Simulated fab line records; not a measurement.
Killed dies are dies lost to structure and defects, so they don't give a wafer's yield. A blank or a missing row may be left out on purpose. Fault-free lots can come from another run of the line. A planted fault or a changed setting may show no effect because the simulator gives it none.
Struck lot and sound lot, side by side :: flow nand harc :: 15 out of 1302 route steps
Sound: wafers L631.4, L631.5, L631.6. Struck: wafer L635.4 (left out: L635.1, L635.6 of the same lot, which were not struck); the cause appears at the end.
For every step that has rows: the tool of each side, followed by ch and its chambers, followed by its first start. Under that, the readings that differ: sound wafers :: struck wafers :: difference of the means :: sigmas: that difference in standard deviations of wafers without a fault.
alike: readings whose means differ by less than 2 such deviations, and words and numbers that are the same on both sides. not compared: withheld readings, readings that some wafer has no value for, bounds like >300 that may hide the same value, and numbers for which the record gives no deviation and whose values overlap.
Wherever a step has rows on one side only, a row that says differs or no value, or a row with sigmas, the two part there. Numbers that don't overlap but have no deviation are shown without sigmas and don't part them. Lack of a reading on every wafer of one side parts them only where that side has two or more wafers.

first, 5 steps without rows for these wafers: NHARC_A_CHANNEL_HOLE_D2_SOFTBAKE_05 (time 55 s); NHARC_A_CHANNEL_HOLE_D2_EBR_06; NHARC_A_CHANNEL_HOLE_D2_EXPOSE_07 (exposes mask HOLE D2, target cd 100 nm); NHARC_A_CHANNEL_HOLE_D2_PEB_08 (peb time 65 s); NHARC_A_CHANNEL_HOLE_D2_DEVELOP_09 (develop time 35 s).
NHARC_A_CHANNEL_HOLE_D2_CD_MEAS_10: the cd target is 100 nm.
  sound on cd sem-01 ch 0, day 14 15:04; struck on cd sem-03 ch 0, day 16 07:09
  alike: cd nm
NHARC_A_CHANNEL_HOLE_D2_OVL_MEAS_11:
  sound on overlay-01, day 14 15:10; struck on overlay-02, day 16 07:14
reading: overlay x nm (nm)
sound: 1.8 1.7 2.5
struck: -0.3
difference: -2.3
sigmas: -2

reading: overlay y nm (nm)
sound: 0.8 0.7 1.2
struck: -0.6
difference: -1.5
sigmas: -2
NHARC_A_CHANNEL_HOLE_D2_INSPECT_12:
  sound on defect inspect-02, day 14 15:11; struck on defect inspect-02, day 16 07:16
  alike: raw defect count
NHARC_A_CHANNEL_HOLE_D2_DESCUM_15: chemistry O2, time 3 s.
  sound on rie diel-13 ch 0,1,3, day 14 15:17; struck on rie diel-08 ch 0, day 16 07:20
reading: mfc ar sccm (sccm)
sound: 0.006 0 0
struck: 0.037
difference: +0.035
sigmas: +3
  alike: drypump motor current A, oes product au, rf vpp V, showerhead plenum p Torr, throttle valve pct
  not compared: rf hours counter h
NHARC_A_CHANNEL_HOLE_D2_ETCH_38: etches the open film in CF4, target depth 39 nm, time 65 s.
  sound on rie diel-13 ch 0,1,3, day 14 15:21; struck on rie diel-08 ch 1, day 16 07:25
  alike: drypump motor current A, mfc ar sccm, oes product au, rf vpp V, showerhead plenum p Torr, throttle valve pct
  not compared: rf hours counter h
NHARC_A_CHANNEL_HOLE_D2_ETCH_39: etches the open film in N2/H2, target depth 260 nm, time 325 s.
  sound: rie diel-13 ch 0,3; struck: rie diel-08 ch 2
reading: oes product au (a.u.)
sound: 0.990 1.001 0.986
struck: 1.015
difference: +0.023
sigmas: +2

reading: rf vpp V (V)
sound: 427 427 427
struck: 434
difference: +7
sigmas: +2

reading: showerhead plenum p Torr (Torr)
sound: 1.94 1.94 1.92
struck: 2.19
difference: +0.26
sigmas: +2
  alike: drypump motor current A, mfc ar sccm, throttle valve pct
  not compared: rf hours counter h
NHARC_A_CHANNEL_HOLE_D2_ETCH_34: etches the open film in CF4/CHF3, target depth 154 nm, time 77 s.
  sound: rie diel-13 ch 0,2,3; struck: rie diel-08 ch 0
reading: mfc ar sccm (sccm)
sound: 0 0.006 0
struck: 0.037
difference: +0.035
sigmas: +2
  alike: drypump motor current A, oes product au, rf vpp V, showerhead plenum p Torr, throttle valve pct
  not compared: rf hours counter h
NHARC_A_CHANNEL_HOLE_D2_ETCH_16: etches the open film in O2/COS, target depth 3100 nm, time 806 s.
  sound on rie diel-13 ch 0,3, day 14 15:50; struck on rie diel-08 ch 0, day 16 08:01
reading: mfc ar sccm (sccm)
sound: 0 0.006 0
struck: 0.037
difference: +0.035
sigmas: +3

reading: oes product au (a.u.)
sound: 0.998 0.978 0.997
struck: 0.877
difference: -0.114
sigmas: -10
  alike: drypump motor current A, rf vpp V, showerhead plenum p Torr, throttle valve pct
  not compared: rf hours counter h
NHARC_A_CHANNEL_HOLE_D2_CD_MEAS_18:
  sound on cd sem-02, day 14 16:22; struck on cd sem-03, day 16 08:28
  alike: cd nm
-- break in the record here, with 11 days between the starts of the struck wafers on either side (left off in module A_CHANNEL_HOLE_D2, picked up again in module END, where the first step shown is number 1302 on the route) --
NHARC_END_SORT_01:
  here the record holds rows for the struck wafers (prober-02 ch 0, day 27 14:46) but none for the sound ones

WHERE THEY PART
Earliest at NHARC_A_CHANNEL_HOLE_D2_OVL_MEAS_11; latest, in this record, at NHARC_END_SORT_01.

WHY: what the simulator had put in
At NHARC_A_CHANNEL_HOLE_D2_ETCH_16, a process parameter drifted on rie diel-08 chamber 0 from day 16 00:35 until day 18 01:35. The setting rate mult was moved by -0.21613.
